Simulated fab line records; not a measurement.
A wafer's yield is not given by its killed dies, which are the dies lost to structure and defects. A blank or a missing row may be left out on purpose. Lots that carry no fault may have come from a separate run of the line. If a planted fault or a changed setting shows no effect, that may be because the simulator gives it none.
fab line records	flow n5_finfet
[record] lots = 9	wafers = 27	last_day = 19
route steps=1938 shown BEOL_M9@1445 BEOL_M10@1485 PASSIVATION@1936
lots that met no fault: taken from a fault-free run of the same line
start_h: start of the lot's first displayed wafer, in hours after the record's first day	wait_h: hours elapsed since this lot's preceding step	" identical to the entry in the row above	L1.1+2: a row that stands for several wafers	- either no value or no given start	* or withheld: withheld	< > ~ a bound
route shown NAME@n: NAME is a module with steps in the file, n the number in the route of the first one	usual: mean/standard deviation of fault-free wafers	same: alike in all rows	chamber/n: place in a boat	sites: per-site readings	_std_site: the values' standard deviation	_edge_site: outer sites' mean less inner sites'	radius_mm: for every site, how far away it sits from the centre of the wafer	mask NAME#n: copy n	behind: the last tool/chamber to shape the wafer	hold: what put the lot on hold/how long, in hours/how the hold closed	device: the transistor (n, p or np) that didn't switch	end of line: tests run on the same wafers once the route is complete	for a step that has no rows: nothing shown but its recipe	killed: at the first sort, the dies lost to defects and structure; wafer yield is something else	map: a wafer's dies, x killed, . not, _ none there
set.NAME: the run value of the setting; set.NAME@STEP: its run value at that earlier step	model.NAME: the simulator's own value behind a step, which no gauge read
a sample of lots followed through the steps of the route, with each step as a table and each wafer as a row
services: from which hour (start_h, from the record's first day; less than 0 if before it) a tool's chamber was out of use, for how many hours, and why
[[steps]]
[step N5_BEOL_M9_STRIP_36]
[recipe] chemistry = N2/H2	power_w = 450	temp_c = 40	pressure_mtorr = 20	rf_frequency_hz = 6e+07	overash_fraction = 0.3	bias_power_w = 7	h2_frac = 0.5	n2_flow_sccm = 200	h2_flow_sccm = 200
[usual] chamber_pressure_mTorr = 20.00/0.031	drypump_motor_current_A = 5.5/0.47	oes_product_au = 0.80/0.096	rf_vpp_V = 59.4/1.7	showerhead_plenum_p_Torr = 2.61/0.062	throttle_valve_pct = 23.7/0.32
[same] overash_fraction = 0.3
lot.wafer	tool	chamber	start_h	wait_h	chamber_pressure_mTorr	drypump_motor_current_A	oes_product_au	rf_hours_counter_h	rf_vpp_V	showerhead_plenum_p_Torr	throttle_valve_pct
L326.1	rie_diel-04	3	240.72	0.0	20.03	5.7	0.74	157	59.8	2.53	23.5
L326.5	"	2	"	"	20.01	5.5	0.70	-	59.9	2.51	23.8
L326.6	"	0	"	"	20.00	6.1	0.96	-	61.8	2.60	23.7
L327.2	rie_diel-02	1	268.39	0.0	20.01	5.1	0.74	176	56.2	2.64	23.5
L327.3	"	0	"	"	19.99	5.1	0.68	223	57.9	2.62	23.8
L327.5	"	0	"	"	20.04	5.0	0.68	-	59.7	2.62	23.8
L330.3	rie_diel-02	1	268.82	0.0	20.02	5.1	0.74	176	58.0	2.64	23.5
L330.5	"	1	"	"	19.95	5.0	0.73	-	60.8	2.64	23.5
L330.6	"	0	"	"	20.00	5.1	0.66	-	58.1	2.62	23.8
L332.2	rie_diel-01	2	277.30	0.0	19.99	5.0	0.73	181	60.3	2.53	23.7
L332.5	"	1	"	"	19.95	5.8	0.96	-	58.3	2.60	23.9
L332.6	"	0	"	"	19.93	5.4	0.72	-	58.8	2.64	23.5
L334.2	rie_diel-04	2	306.29	0.0	20.07	5.5	0.69	233	62.3	2.50	23.8
L334.5	"	0	"	"	20.04	6.1	0.92	-	59.8	2.59	23.7
L334.6	"	1	"	"	20.01	6.1	0.92	-	61.8	2.71	23.3
L337.2	rie_diel-04	2	327.93	0.0	20.01	5.5	0.68	241	57.9	2.50	23.8
L337.4	"	3	"	"	19.99	5.7	0.72	186	59.0	2.52	23.6
L337.6	"	0	"	"	20.01	6.1	0.92	-	59.0	2.59	23.7
L339.1	rie_diel-02	2	353.07	0.0	20.03	4.8	0.79	116	62.4	2.66	24.4
L339.2	"	0	"	"	19.98	5.1	0.65	248	57.9	2.61	23.8
L339.4	"	2	"	"	20.03	4.8	0.80	-	59.3	2.66	24.4
L345.2	rie_diel-02	2	381.06	0.0	19.96	4.8	0.78	126	60.4	2.66	24.4
L345.3	"	3	"	"	19.97	5.5	0.76	134	60.6	2.66	23.4
L345.5	"	3	"	"	19.98	5.5	0.76	-	58.0	2.66	23.4
L344.1	rie_diel-04	0	391.77	0.0	20.03	6.1	0.87	55	60.2	2.58	23.8
L344.2	"	2	"	"	20.02	5.5	0.99	0	60.7	2.49	23.5
L344.5	"	3	"	"	20.01	5.7	0.71	-	59.8	2.51	23.6
[step N5_BEOL_M9_TRENCH_ETCH_37]
[recipe] chemistry = C4F6/O2	target_depth_a = 1514.3	target = SiCOH_lowk	time_s = 49	ion_energy_ev = 250	pressure_mtorr = 30	source_w = 345	bias_w = 185	Ar_flow_sccm = 300	C4F6_flow_sccm = 10	O2_flow_sccm = 10
[usual] C4F6_flow_sccm = 10.00/0.032	chamber_pressure_mTorr = 30.001/0.028	drypump_motor_current_A = 5.5/0.47	oes_product_au = 0.80/0.095	rf_vpp_V = 668/6.1	showerhead_plenum_p_Torr = 2.92/0.065	throttle_valve_pct = 20.93/0.22
lot.wafer	tool	chamber	start_h	wait_h	C4F6_flow_sccm	chamber_pressure_mTorr	drypump_motor_current_A	oes_product_au	rf_hours_counter_h	rf_vpp_V	showerhead_plenum_p_Torr	throttle_valve_pct
L326.1	rie_diel-04	3	-	-	9.94	29.997	5.7	0.75	157	660	2.84	20.80
L326.5	"	2	"	"	10.01	29.986	5.5	0.70	-	668	2.82	21.05
L326.6	"	0	"	"	10.00	29.970	6.1	0.96	-	678	2.91	20.88
L327.2	rie_diel-02	1	-	-	9.97	29.951	5.0	0.73	176	661	2.96	20.78
L327.3	"	0	"	"	10.01	30.005	5.0	0.67	223	671	2.92	21.07
L327.5	"	0	"	"	10.06	30.001	5.0	0.67	-	672	2.92	21.05
L330.3	rie_diel-02	1	-	-	10.00	29.967	5.1	0.73	176	661	2.96	20.76
L330.5	"	1	"	"	10.01	30.022	5.0	0.74	-	661	2.96	20.79
L330.6	"	0	"	"	9.99	30.015	5.1	0.67	-	673	2.92	21.06
L332.2	rie_diel-01	2	-	-	9.99	30.038	5.0	0.73	181	655	2.83	21.06
L332.5	"	1	"	"	9.99	30.027	5.8	0.98	-	672	2.92	20.89
L332.6	"	0	"	"	9.98	30.001	5.5	0.73	-	670	2.94	20.71
L334.2	rie_diel-04	2	-	-	10.02	29.995	5.5	0.68	233	669	2.81	21.08
L334.5	"	0	"	"	9.99	30.064	6.1	0.91	-	679	2.90	20.92
L334.6	"	1	"	"	9.94	30.019	6.1	0.93	-	671	3.03	20.70
L337.2	rie_diel-04	2	-	-	10.00	29.997	5.5	0.69	241	667	2.81	21.08
L337.4	"	3	"	"	10.01	29.965	5.7	0.72	186	660	2.83	20.84
L337.6	"	0	"	"	9.97	30.006	6.1	0.90	-	679	2.89	20.92
L339.1	rie_diel-02	2	-	-	10.03	29.991	4.8	0.79	116	665	2.98	21.42
L339.2	"	0	"	"	9.98	30.080	5.0	0.65	248	673	2.91	21.11
L339.4	"	2	"	"	10.01	29.993	4.8	0.80	-	667	2.98	21.45
L345.2	rie_diel-02	2	-	-	9.98	29.978	4.8	0.78	126	666	2.97	21.46
L345.3	"	3	"	"	10.04	30.017	5.5	0.77	134	669	2.97	20.77
L345.5	"	3	"	"	10.04	30.000	5.5	0.76	-	668	2.97	20.76
L344.1	rie_diel-04	0	-	-	10.03	30.012	6.1	0.86	55	678	2.89	20.95
L344.2	"	2	"	"	10.07	29.974	5.5	0.97	0	666	2.80	20.76
L344.5	"	3	"	"	10.02	29.986	5.7	0.71	-	659	2.82	20.87
[step N5_BEOL_M9_ETCH_41]
[recipe] chemistry = CH3F/O2	target = SiCN	target_depth_a = 366	taper_deg = 2	time_s = 70.1	ion_energy_ev = 120	mask_material = TiN	pressure_mtorr = 30	source_w = 395	bias_w = 75	Ar_flow_sccm = 150	CH3F_flow_sccm = 30	O2_flow_sccm = 20
[usual] chamber_pressure_mTorr = 30.003/0.027	drypump_motor_current_A = 5.4/0.47	oes_product_au = 0.80/0.096	rf_vpp_V = 298.5/1.2	showerhead_plenum_p_Torr = 2.06/0.048	throttle_valve_pct = 16.31/0.21
lot.wafer	tool	chamber	start_h	wait_h	chamber_pressure_mTorr	drypump_motor_current_A	oes_product_au	rf_hours_counter_h	rf_vpp_V	showerhead_plenum_p_Torr	throttle_valve_pct
L326.1	rie_diel-04	3	-	-	29.987	5.7	0.75	157	296.5	2.00	16.23
L326.5	"	2	"	"	29.982	5.5	0.71	-	296.6	1.98	16.47
L326.6	"	0	"	"	30.035	6.1	0.97	-	297.6	2.05	16.21
L327.2	rie_diel-02	1	-	-	30.017	5.0	0.73	176	299.0	2.08	16.18
L327.3	"	0	"	"	30.035	5.1	0.68	223	298.4	2.06	16.51
L327.5	"	0	"	"	30.005	5.1	0.67	-	298.9	2.06	16.52
L330.3	rie_diel-02	1	-	-	30.014	5.1	0.73	176	298.3	2.08	16.19
L330.5	"	1	"	"	30.036	5.1	0.73	-	297.9	2.08	16.18
L330.6	"	0	"	"	29.955	5.0	0.67	-	299.0	2.06	16.51
L332.2	rie_diel-01	2	-	-	29.993	5.0	0.74	181	297.1	1.99	16.50
L332.5	"	1	"	"	29.988	5.8	0.98	-	298.4	2.05	16.20
L332.6	"	0	"	"	30.006	5.5	0.74	-	299.9	2.07	16.16
L334.2	rie_diel-04	2	-	-	30.013	5.5	0.68	233	298.2	1.97	16.50
L334.5	"	0	"	"	30.012	6.1	0.91	-	298.4	2.04	16.24
L334.6	"	1	"	"	29.984	6.1	0.93	-	298.9	2.13	16.06
L337.2	rie_diel-04	2	-	-	30.026	5.5	0.68	241	296.5	1.97	16.53
L337.4	"	3	"	"	30.008	5.6	0.72	186	296.6	1.99	16.28
L337.6	"	0	"	"	29.972	6.1	0.90	-	297.8	2.04	16.28
L339.1	rie_diel-02	2	-	-	29.976	4.8	0.79	116	298.7	2.10	16.77
L339.2	"	0	"	"	30.033	5.1	0.65	248	299.6	2.05	16.57
L339.4	"	2	"	"	30.001	4.8	0.79	-	299.7	2.10	16.77
L345.2	rie_diel-02	2	-	-	30.047	4.8	0.78	126	299.2	2.09	16.80
L345.3	"	3	"	"	29.988	5.5	0.76	134	299.9	2.09	16.17
L345.5	"	3	"	"	30.031	5.5	0.77	-	297.9	2.09	16.16
L344.1	rie_diel-04	0	-	-	29.980	6.1	0.86	55	298.7	2.03	16.29
L344.2	"	2	"	"	30.046	5.5	0.97	0	296.3	1.97	16.08
L344.5	"	3	"	"	30.095	5.6	0.72	-	296.7	1.98	16.32
[step N5_BEOL_M9_PRE_CLEAN_55]
[recipe] gas = NH3	time_s = 15	temp_c = withheld	rf_power_w = 300
lot.wafer	tool	chamber	start_h	wait_h
L326.1+5+6	pecvd-02	2,0,2	244.35	0.0
L327.2+3+5	pecvd-01	2,0,0	270.67	0.0
L330.3+5+6	pecvd-02	2,1,2	271.21	0.0
L332.2+5+6	pecvd-01	2,0,2	279.65	0.0
L334.2+5+6	pecvd-02	0,0,1	310.04	0.0
L337.2+4+6	pecvd-04	2,0,2	332.05	0.0
L339.1+2+4	pecvd-02	2,1,1	357.91	0.0
L345.2+3+5	pecvd-01	2,0,0	384.54	0.0
L344.1+2+5	pecvd-01	0,2,2	395.95	0.0
[step N5_BEOL_M9_INSPECT_58]
[recipe] inspect_instrument = darkfield	mode = post_dep
[usual] raw_defect_count = 62/19
lot.wafer	tool	chamber	start_h	wait_h	raw_defect_count
L326.1	defect_inspect-01	-	244.47	0.0	56
L326.5	"	-	"	"	46
L326.6	"	-	"	"	41
L327.2	defect_inspect-02	-	270.80	0.0	58
L327.3	"	-	"	"	57
L327.5	"	-	"	"	60
L330.3	defect_inspect-01	-	271.34	0.0	60
L330.5	"	-	"	"	41
L330.6	"	-	"	"	84
L332.2	defect_inspect-01	-	279.81	0.0	46
L332.5	"	-	"	"	54
L332.6	"	-	"	"	59
L334.2	defect_inspect-01	-	310.16	0.0	67
L334.5	"	-	"	"	74
L334.6	"	-	"	"	47
L337.2	defect_inspect-01	-	332.17	0.0	36
L337.4	"	-	"	"	65
L337.6	"	-	"	"	57
L339.1	defect_inspect-02	-	358.04	0.0	63
L339.2	"	-	"	"	67
L339.4	"	-	"	"	36
L345.2	defect_inspect-01	-	384.66	0.0	1229
L345.3	"	-	"	"	75
L345.5	"	-	"	"	67
L344.1	defect_inspect-01	-	396.07	0.0	63
L344.2	"	-	"	"	1212
L344.5	"	-	"	"	1261
[step N5_BEOL_M10_INSPECT_13]
[recipe] mode = adi	inspect_instrument = brightfield
[usual] raw_defect_count = 371/75
lot.wafer	tool	chamber	start_h	wait_h	raw_defect_count
L326.1	defect_inspect-01	-	247.56	0.0	367
L326.5	"	-	"	"	352
L326.6	"	-	"	"	355
L327.2	defect_inspect-02	-	273.76	0.0	418
L327.3	"	-	"	"	489
L327.5	"	-	"	"	470
L330.3	defect_inspect-01	-	273.96	0.0	597
L330.5	"	-	"	"	311
L330.6	"	-	"	"	484
L332.2	defect_inspect-02	-	283.16	0.0	550
L332.5	"	-	"	"	402
L332.6	"	-	"	"	482
L334.2	defect_inspect-01	-	312.19	0.0	389
L334.5	"	-	"	"	406
L334.6	"	-	"	"	334
L337.2	defect_inspect-01	-	334.12	0.0	310
L337.4	"	-	"	"	272
L337.6	"	-	"	"	301
L339.1	defect_inspect-02	-	359.58	0.0	325
L339.2	"	-	"	"	319
L339.4	"	-	"	"	281
L345.2	defect_inspect-02	-	388.09	0.0	1529
L345.3	"	-	"	"	345
L345.5	"	-	"	"	300
L344.1	defect_inspect-01	-	399.02	0.0	378
L344.2	"	-	"	"	1648
L344.5	"	-	"	"	1587
[step N5_PASSIVATION_PROBE_49]
[usual] defect_limited_yield = 90.9/1.3	killed_at_M0_to_M3 = 36/11	killed_at_M4_up = 13/5.1	killed_at_contacts = 14/4.9	killed_at_front_end = 41/10	killed_at_other = 3.4/2.6	killed_dies = 107/16	killed_on_rim = 14/4	killed_open = 70/11	killed_short = 36/7.8	sort_bin_5_function = 5.4/0.84	sort_bin_6_memory = 3.4/0.67	sort_bin_8_speed = 0.00/0.0099	sort_n_pass = 1073/16	sort_yield_pct = 90.9/1.3
[same] gross_dies = 1180	killed_at_back_side = 0	sort_bin_4_leakage[%] = 0
lot.wafer	tool	chamber	start_h	wait_h	defect_limited_yield[%]	killed_at_M0_to_M3	killed_at_M4_up	killed_at_contacts	killed_at_front_end	killed_at_other	killed_dies	killed_on_rim	killed_open	killed_short	sort_bin_5_function[%]	sort_bin_6_memory[%]	sort_bin_8_speed[%]	sort_n_pass	sort_yield_pct[%]
L326.1	prober-01	-	312.78	0.0	89.9	45	14	14	43	3	119	17	74	45	5.1	4.6	0	1061	89.9
L326.5	prober-01	-	312.98	0.2	90.7	46	15	12	34	3	110	15	72	36	5.6	3.0	0	1070	90.7
L326.6	prober-01	-	313.03	0.3	89.4	46	12	15	43	9	125	16	78	43	5.5	4.9	0	1055	89.4
L330.3	prober-02	-	334.78	0.1	90.8	55	11	12	30	0	108	11	79	29	5.5	3.2	0	1072	90.8
L330.5	prober-02	-	334.88	0.2	91.6	33	9	16	39	2	99	14	76	22	5.1	3.1	0	1081	91.6
L330.6	prober-02	-	334.93	0.3	91.9	29	16	23	26	1	95	12	60	35	5.7	2.1	0	1085	91.9
L337.2	prober-02	-	393.96	0.1	89.6	42	17	16	45	3	123	18	81	40	5.8	4.3	0	1057	89.6
L337.4	prober-02	-	394.06	0.2	92.3	35	11	11	30	4	91	12	61	28	4.7	2.5	0	1089	92.3
L337.6	prober-02	-	394.16	0.3	90.8	50	15	8	36	0	109	21	71	34	5.6	3.4	0	1071	90.8
L339.2	prober-01	-	416.84	0.1	89.4	42	16	12	52	3	125	24	83	39	5.8	4.4	0	1055	89.4
L345.2	prober-01	-	438.66	0.1	82.7	35	106	13	45	5	204	37	73	46	9.1	5.1	0	976	82.7
L345.3	prober-01	-	438.71	0.1	88.6	49	27	20	34	5	135	16	83	50	6.6	4.4	0	1045	88.6
L345.5	prober-01	-	438.81	0.2	91.4	17	17	14	49	4	101	12	69	31	4.7	3.5	0	1079	91.4
L344.1	prober-01	-	461.03	0.0	91.1	36	15	8	42	4	105	9	67	36	5.3	3.1	0	1075	91.1
L344.2	prober-01	-	461.08	0.1	86.1	37	92	4	31	0	164	31	53	29	7.1	3.8	0	1016	86.1
L344.5	prober-01	-	461.23	0.2	83.8	46	94	14	34	3	191	28	74	38	8.6	4.7	0	989	83.8
// killed by level:class
L326.1 STI_FIN_REVEAL:geometric_particle:open=12 MOL_CONTACT_COAG:geometric_particle:open=11 BEOL_M1:geometric_particle:open=8 BEOL_M0_SAQP:geometric_particle:short=8 FIN_SAQP:geometric_particle:short=7 BEOL_M3:geometric_particle:short=7 FIN_SAQP:geometric_particle:open=6 BEOL_M0_SAQP:geometric_particle:open=6
L326.5 BEOL_M0_SAQP:geometric_particle:short=13 MOL_CONTACT_COAG:geometric_particle:open=11 BEOL_M3:geometric_particle:open=10 DUMMY_GATE:geometric_particle:open=7 BEOL_M4:geometric_particle:open=7 STARTING-WAFER:geometric_particle:open=6 GATE_CUT:geometric_particle:short=5 BEOL_M0_SAQP:geometric_particle:open=5
L326.6 STI_FIN_REVEAL:geometric_particle:open=17 MOL_CONTACT_COAG:geometric_particle:open=13 BEOL_M1:geometric_particle:open=10 BEOL_M0_SAQP:geometric_particle:open=7 BEOL_M0_SAQP:geometric_particle:short=7 BEOL_M3:geometric_particle:short=7 BEOL_M3:geometric_particle:open=6 FIN_SAQP:geometric_particle:short=5
L330.3 BEOL_M0_SAQP:geometric_particle:open=21 BEOL_M0_SAQP:geometric_particle:short=13 STI_FIN_REVEAL:geometric_particle:open=12 MOL_CONTACT_COAG:geometric_particle:open=12 BEOL_M3:geometric_particle:open=8 BEOL_M2:geometric_particle:open=6 BEOL_M3:geometric_particle:short=4 FIN_SAQP:geometric_particle:open=3
L330.5 MOL_CONTACT_COAG:geometric_particle:open=14 STI_FIN_REVEAL:geometric_particle:open=12 FIN_SAQP:geometric_particle:open=11 BEOL_M3:geometric_particle:open=9 BEOL_M2:geometric_particle:open=6 BEOL_M0_SAQP:geometric_particle:open=5 STI_FIN_REVEAL:geometric_particle:short=4 GATE_CUT:geometric_particle:short=4
L330.6 MOL_CONTACT_COAG:geometric_particle:open=17 STI_FIN_REVEAL:geometric_particle:open=12 BEOL_M0_SAQP:geometric_particle:short=8 MOL_CONTACT_COAG:geometric_particle:short=6 BEOL_M3:geometric_particle:open=6 BEOL_M0_SAQP:geometric_particle:open=5 BEOL_M4:geometric_particle:open=5 STI_FIN_REVEAL:geometric_particle:short=3
L337.2 MOL_CONTACT_COAG:geometric_particle:open=14 FIN_SAQP:geometric_particle:open=10 BEOL_M1:geometric_particle:open=8 BEOL_M0_SAQP:geometric_particle:short=7 FIN_SAQP:geometric_particle:short=6 GATE_CUT:geometric_particle:open=6 DUMMY_GATE:geometric_particle:open=5 BEOL_M0_SAQP:geometric_particle:open=5
L337.4 MOL_CONTACT_COAG:geometric_particle:open=8 FIN_SAQP:geometric_particle:open=7 FIN_SAQP:geometric_particle:short=6 BEOL_M4:geometric_particle:open=6 BEOL_M0:geometric_particle:open=5 BEOL_M0_SAQP:geometric_particle:short=5 BEOL_M1:geometric_particle:open=5 STI_FIN_REVEAL:geometric_particle:open=4
L337.6 BEOL_M0_SAQP:geometric_particle:open=12 BEOL_M0_SAQP:geometric_particle:short=12 BEOL_M3:geometric_particle:open=10 BEOL_M2:geometric_particle:open=9 STI_FIN_REVEAL:geometric_particle:open=7 FIN_SAQP:geometric_particle:open=5 FIN_SAQP:geometric_particle:short=5 MOL_CONTACT_COAG:geometric_particle:open=5
L339.2 FIN_SAQP:geometric_particle:open=25 BEOL_M3:geometric_particle:open=11 MOL_CONTACT_COAG:geometric_particle:open=10 BEOL_M0_SAQP:geometric_particle:short=7 FIN_SAQP:geometric_particle:short=6 GATE_CUT:geometric_particle:short=6 BEOL_M0_SAQP:geometric_particle:open=6 BEOL_M1:geometric_particle:open=6
L345.2 BEOL_M9:unspecified=81 FIN_SAQP:geometric_particle:short=10 MOL_CONTACT_COAG:geometric_particle:open=10 BEOL_M0_SAQP:geometric_particle:open=8 STI_FIN_REVEAL:geometric_particle:open=7 BEOL_M3:geometric_particle:open=7 BEOL_M4:geometric_particle:open=7 DUMMY_GATE:geometric_particle:open=6
L345.3 MOL_CONTACT_COAG:geometric_particle:open=13 BEOL_M0_SAQP:geometric_particle:short=12 BEOL_M4:geometric_particle:open=11 BEOL_M1:geometric_particle:open=10 BEOL_M2:geometric_particle:open=8 MOL_CONTACT_COAG:geometric_particle:short=7 BEOL_M3:geometric_particle:open=7 FIN_SAQP:geometric_particle:short=6
L345.5 STI_FIN_REVEAL:geometric_particle:open=20 GATE_CUT:geometric_particle:short=11 MOL_CONTACT_COAG:geometric_particle:open=11 BEOL_M5:geometric_particle:open=6 BEOL_M0_SAQP:geometric_particle:short=5 BEOL_M4:geometric_particle:open=5 GATE_CUT:geometric_particle:open=4 BEOL_M0_SAQP:geometric_particle:open=4
L344.1 STI_FIN_REVEAL:geometric_particle:open=12 BEOL_M0_SAQP:geometric_particle:short=10 MOL_CONTACT_COAG:geometric_particle:open=6 BEOL_M0_SAQP:geometric_particle:open=6 BEOL_M2:geometric_particle:open=6 DUMMY_GATE:geometric_particle:open=5 BEOL_M3:geometric_particle:open=5 BEOL_M4:geometric_particle:open=5
L344.2 BEOL_M9:unspecified=80 BEOL_M0_SAQP:geometric_particle:short=12 BEOL_M0_SAQP:geometric_particle:open=10 STI_FIN_REVEAL:geometric_particle:open=8 DUMMY_GATE:geometric_particle:open=6 GATE_CUT:geometric_particle:open=5 MOL_CONTACT_COAG:geometric_particle:open=4 BEOL_M0:geometric_particle:open=4
L344.5 BEOL_M9:unspecified=76 BEOL_M0_SAQP:geometric_particle:short=12 MOL_CONTACT_COAG:geometric_particle:open=11 BEOL_M0_SAQP:geometric_particle:open=11 BEOL_M4:geometric_particle:open=8 BEOL_M3:geometric_particle:short=8 STI_FIN_REVEAL:geometric_particle:open=7 FIN_SAQP:geometric_particle:short=6
[[services]]
tool	chamber	start_h	hours	kind
rie_diel-04	1	237.23	-	clean
rie_diel-04	1	237.23	-	consumable_replace:focus_ring
rie_diel-04	1	237.23	-	consumable_replace:showerhead
rie_diel-04	1	237.23	24.6	scheduled_down
rie_diel-04	1	237.23	24.6	vent_cycle
rie_diel-02	-	249.18	0.2	repair
pecvd-02	2	255.76	6.7	repair
pecvd-01	1	276.93	5.8	repair
pecvd-04	-	289.99	14.6	pm
rie_diel-01	1	291.76	3.0	repair
rie_diel-02	2	294.86	20.4	repair
pecvd-04	-	309.82	0.5	repair
rie_diel-01	3	342.61	28.4	repair
rie_diel-01	-	343.93	0.2	repair
rie_diel-02	3	351.99	7.2	repair
pecvd-04	2	358.74	6.5	repair
rie_diel-02	0	359.19	-	clean
rie_diel-02	0	359.19	-	consumable_replace:focus_ring
rie_diel-02	0	359.19	22.7	scheduled_down
rie_diel-02	0	359.19	22.7	vent_cycle
rie_diel-04	2	369.75	-	clean
rie_diel-04	2	369.75	-	consumable_replace:focus_ring
pecvd-01	2	373.13	10.6	repair
pecvd-02	0	381.77	2.6	repair
[[key]]
[first_sign] step = N5_BEOL_M9_INSPECT_58	reading = raw_defect_count	direction = up	sigmas = 61	usual = 62	struck = 1234
[effect] step = N5_BEOL_M10_INSPECT_13	reading = raw_defect_count	direction = up	sigmas = 16	usual = 371	struck = 1588
[effect] step = N5_PASSIVATION_PROBE_49	reading = killed_at_M4_up	direction = up	sigmas = 17	usual = 13	struck = 97
[more_kills_born_at] N5_BEOL_M9_PRE_CLEAN_55@pecvd-01 = 237
met_at N5_BEOL_M9_PRE_CLEAN_55
struck_lots L344,L345
struck_wafers L344.2,L344.5,L345.2
not_acting_at N5_BEOL_M9_STRIP_36,N5_BEOL_M9_TRENCH_ETCH_37,N5_BEOL_M9_ETCH_41
onset_between 279.65 384.54
[fault] kind = chamber_particle_source	tool = pecvd-01	chamber = 2	onset_h = 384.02	steps = N5_BEOL_M9_PRE_CLEAN_55	rate_per_visit_cm2 = 1.7678	end_h = 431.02
